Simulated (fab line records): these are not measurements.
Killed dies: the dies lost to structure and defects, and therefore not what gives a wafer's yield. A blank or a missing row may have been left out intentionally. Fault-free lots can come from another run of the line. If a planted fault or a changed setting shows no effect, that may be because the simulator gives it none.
Split-lot experiment | flow n5-finfet | on a route of 1938 steps: 7 lots, 39 wafers read

== THE SPLIT ITSELF ==
At N5_BEOL_M11_TRENCH_ETCH_37 (etches SiCOH lowk in C4F6/O2, target depth 148.83 nm, time 48 s), the setting target-depth-a was moved away from the recipe's 1488.3 angstrom on 18 of the 39 wafers read, by -58.7% to +52.8%. The other wafers ran this setting at the recipe's value.

== FROM THE SPLIT TO THE READING: what the file shows between them, 8 steps ==
- N5_BEOL_M11_ETCH_41: etches SiCN in CH3F/O2, target depth 42.6 nm, time 86 s
- N5_BEOL_M11_STRIP_77: strips in N2/H2, time 10 s
- N5_BEOL_M11_OCD_MEAS_38
- N5_BEOL_M11_HM_STRIP_39: strips TiN in peroxide tin strip, target depth 25 nm, time 158 s
- N5_BEOL_M11_SRD_40: time 30 s
- N5_BEOL_M11_ECD_50: material Cu, target thk 318 nm
- N5_BEOL_M11_ANNEAL_51: time 90 s
- N5_BEOL_M11_CMP_52: polishes, stops on SiCOH lowk, t overpolish 7 s, target thk 140 nm

== THE READING ==
M11_THK, in nm, at N5_BEOL_M11_THK_MEAS_53 (measures by xrf). Typical for fault-free wafers on this fab line: 140 nm, with standard deviation 3.1 nm.

wafer  | tool, chamber at the split | target-depth-a as run, angstrom | against the recipe | M11_THK, nm | against lot-mates on the recipe
L078.1 | rie-diel-02, 0             | 614.2                           | -58.7%             | 49          | -85
L078.2 | rie-diel-02, 3             | 1488.3                          | recipe             | 139         | -
L078.3 | rie-diel-02, 1             | 1488.3                          | recipe             | 131         | -
L078.4 | rie-diel-02, 3             | 614.2                           | -58.7%             | 51          | -83
L078.5 | rie-diel-02, 1             | 1488.3                          | recipe             | 132         | -
L078.6 | rie-diel-02, 0             | 614.2                           | -58.7%             | 50          | -84
L083.1 | rie-diel-02, 3             | 1488.3                          | recipe             | 144         | -
L083.2 | rie-diel-02, 1             | 2274                            | +52.8%             | 210         | +68
L083.3 | rie-diel-02, 2             | 2274                            | +52.8%             | 224         | +82
L083.4 | rie-diel-02, 0             | 1488.3                          | recipe             | 138         | -
L083.5 | rie-diel-02, 0             | 2274                            | +52.8%             | 214         | +72
L083.6 | rie-diel-02, 3             | 1488.3                          | recipe             | 143         | -
L086.1 | rie-diel-04, 0             | 1488.3                          | recipe             | 137         | -
L086.4 | rie-diel-04, 2             | 1488.3                          | recipe             | 143         | -
L086.6 | rie-diel-04, 3             | 1488.3                          | recipe             | 142         | -
L093.1 | rie-diel-05, 1             | 2047                            | +37.5%             | 201         | +61
L093.2 | rie-diel-05, 3             | 1488.3                          | recipe             | 144         | -
L093.3 | rie-diel-05, 0             | 1488.3                          | recipe             | 139         | -
L093.4 | rie-diel-05, 2             | 2047                            | +37.5%             | 199         | +59
L093.5 | rie-diel-05, 0             | 1488.3                          | recipe             | 138         | -
L093.6 | rie-diel-05, 1             | 2047                            | +37.5%             | 201         | +61
L095.1 | rie-diel-05, 1             | 1488.3                          | recipe             | 140         | -
L095.2 | rie-diel-05, 3             | 2077                            | +39.6%             | 201         | +62
L095.3 | rie-diel-05, 2             | 1488.3                          | recipe             | 137         | -
L095.4 | rie-diel-05, 1             | 1488.3                          | recipe             | 141         | -
L095.5 | rie-diel-05, 2             | 2077                            | +39.6%             | 197         | +58
L095.6 | rie-diel-05, 3             | 2077                            | +39.6%             | 201         | +62
L097.1 | rie-diel-04, 1             | 783.8                           | -47.3%             | 69          | -72
L097.2 | rie-diel-04, 2             | 1488.3                          | recipe             | 142         | -
L097.3 | rie-diel-04, 3             | 783.8                           | -47.3%             | 70          | -71
L097.4 | rie-diel-04, 0             | 1488.3                          | recipe             | 140         | -
L097.5 | rie-diel-04, 0             | 1488.3                          | recipe             | 140         | -
L097.6 | rie-diel-04, 3             | 783.8                           | -47.3%             | 69          | -72
L096.1 | rie-diel-04, 0             | 2266                            | +52.3%             | 215         | +75
L096.2 | rie-diel-04, 3             | 2266                            | +52.3%             | 215         | +75
L096.3 | rie-diel-04, 2             | 1488.3                          | recipe             | 141         | -
L096.4 | rie-diel-04, 1             | 1488.3                          | recipe             | 140         | -
L096.5 | rie-diel-04, 0             | 2266                            | +52.3%             | 217         | +77
L096.6 | rie-diel-04, 3             | 1488.3                          | recipe             | 140         | -

FIT RESULTS
A straight line over all 39 wafers: M11_THK changes by +1.5 nm for each +1% of target-depth-a; r = +1.00; the points scatter about the line by 3.5 nm.
The same after taking each lot's own level away (the mean of its wafers on the recipe; 39 wafers): +1.47 nm for each +1%; r = +1.00; scatter 3.2 nm.
On that fit, the largest move of target-depth-a shifts the reading by 86 nm.
The span of the lots' own levels, 134.0 to 141.7 nm, comes to 2.5 times the standard deviation stated above.
The two slopes are in agreement: the lot-to-lot level therefore moves the slope only a little.
Check: for one of the wafers moved furthest among these (-58.7%), held out of the fit, the line's prediction against its lot-mates is -86 nm. It came out at -85 nm against them.

== THESE WAFERS: OTHER SPLITS ==
Note: prior to the reading, these wafers also went through further splits. Each is held against what the fit with the lots' levels taken away leaves over:
other split on the same wafers    | wafers away from the commonest value | r with M11_THK (lot level and that fit taken away)
N5_BEOL_M7_HM_DEP_02 target-thk-a | 18                                   | -0.22

== THE WHOLE CHAIN: every reading that the file lists as answering this split, in the file's order ==
step                       | what it does                                                       | reading                                                                           | change (the file's fit)                                                              | r (the file's)
N5_BEOL_M11_TRENCH_ETCH_37 | etches SiCOH lowk in C4F6/O2, target depth 148.83 nm, time 48 s    | BEOL_M11.feature-depth-nm (the simulator's own value, which no gauge read)        | +1.46 nm for each +1% of the setting                                                 | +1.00
N5_BEOL_M11_TRENCH_ETCH_37 | etches SiCOH lowk in C4F6/O2, target depth 148.83 nm, time 48 s    | etch.depth-nm (the simulator's own value, which no gauge read)                    | +1.46 nm for each +1% of the setting                                                 | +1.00
N5_BEOL_M11_TRENCH_ETCH_37 | etches SiCOH lowk in C4F6/O2, target depth 148.83 nm, time 48 s    | TiN_of_BEOL_M11_HM_DEP_02.thk-nm (the simulator's own value, which no gauge read) | -0.0396 nm for each +1% of the setting                                               | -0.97
N5_BEOL_M11_OCD_MEAS_38    |                                                                    | trench-depth-nm                                                                   | +1.47 nm for each +1% of the setting                                                 | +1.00
N5_BEOL_M11_CMP_52         | polishes, stops on SiCOH lowk, t overpolish 7 s, target thk 140 nm | Cu_of_BEOL_M11_ECD_50.thk-nm (the simulator's own value, which no gauge read)     | +1.46 nm for each +1% of the setting                                                 | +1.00
N5_BEOL_M11_THK_MEAS_53    | measures by xrf                                                    | M11_THK                                                                           | +1.47 for each +1% of the setting                                                    | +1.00
N5_BEOL_M11_RS_MEAS_57     | measures by four-point-probe                                       | M11_RS                                                                            | not straight: 0.505 at the lowest setting, 0.153 at the recipe, 0.095 at the highest | not given

== THE FILE'S OWN FIT ==
M11_THK changes by +1.47 nm for each +1% of target-depth-a, r = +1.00.
